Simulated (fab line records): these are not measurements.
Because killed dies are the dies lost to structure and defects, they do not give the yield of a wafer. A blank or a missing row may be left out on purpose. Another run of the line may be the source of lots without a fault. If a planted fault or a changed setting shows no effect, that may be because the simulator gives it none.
Which of the tools did it? | flow n5 finfet | 36 wafers from 12 lots sampled at 2 of the route's 1938 steps

== WHAT EACH GAUGE READ, for each wafer ==
N5_MOL_CONTACT_COAG_INSPECT_10: inspects for defects (brightfield).
lot  | measured     | on                | raw defect count
L075 | day 4 21:01  | defect inspect-02 | 34 35 33
L077 | day 5 09:24  | defect inspect-01 | 90 71 49
L079 | day 6 00:22  | defect inspect-02 | 46 33 33
L081 | day 6 09:49  | defect inspect-01 | 74 55 79
L083 | day 7 00:38  | defect inspect-01 | 76 87 111
L085 | day 7 10:30  | defect inspect-01 | 45 73 63
L087 | day 7 21:02  | defect inspect-02 | 122 88 111
L089 | day 8 09:44  | defect inspect-01 | 130 73 105
L091 | day 8 21:56  | defect inspect-01 | 73 85 69
L093 | day 9 12:29  | defect inspect-02 | 91 123 73
L095 | day 9 20:23  | defect inspect-02 | 93 79 79
L097 | day 10 16:22 | defect inspect-01 | 97 71 106

== WHICH TOOL RAN EACH LOT (tool, then ch and the chambers of the sampled wafers, then the start) ==
lot  | N5_GATE_CUT_VAPOR_ETCH_49
L075 | rie metal-03 ch 0,1, day 4 17:45
L077 | rie metal-03 ch 1, day 5 06:03
L079 | rie metal-02 ch 0,1, day 5 21:05
L081 | rie metal-01 ch 0, day 6 06:39
L083 | rie metal-02 ch 0,1, day 6 21:14
L085 | rie metal-02 ch 0,1, day 7 06:58
L087 | rie metal-03 ch 0, day 7 17:37
L089 | rie metal-03 ch 0,1, day 8 06:28
L091 | rie metal-02 ch 0,1, day 8 18:41
L093 | rie metal-03 ch 0,1, day 9 09:14
L095 | rie metal-02 ch 0,1, day 9 17:14
L097 | rie metal-01 ch 0,1, day 10 13:05
- N5_GATE_CUT_VAPOR_ETCH_49: etches TiAlC in BCl3/Cl2.

== THE ANSWER, worked out from the rows above alone ==
Rule: the lots themselves supply what counts as usual. Put in order of their means at a reading, lots are off if they are a third of the lots or fewer, leave a main group of 4 or more, and stand apart from it by a gap of 3 or more times the standard deviation of the main group's means; of several such gaps the widest counts. The tables above print the reading to a certain number of digits; a main group whose means all agree to those digits is not used. A lot without any number at a reading at which 4 lots or more have one is off too. Where the step has rows for the other lots, those lots are counted as sound.
Across all readings shown, no lot is off: no conclusion can be drawn from this.

== WHAT HAD BEEN PUT IN BY THE SIMULATOR ==
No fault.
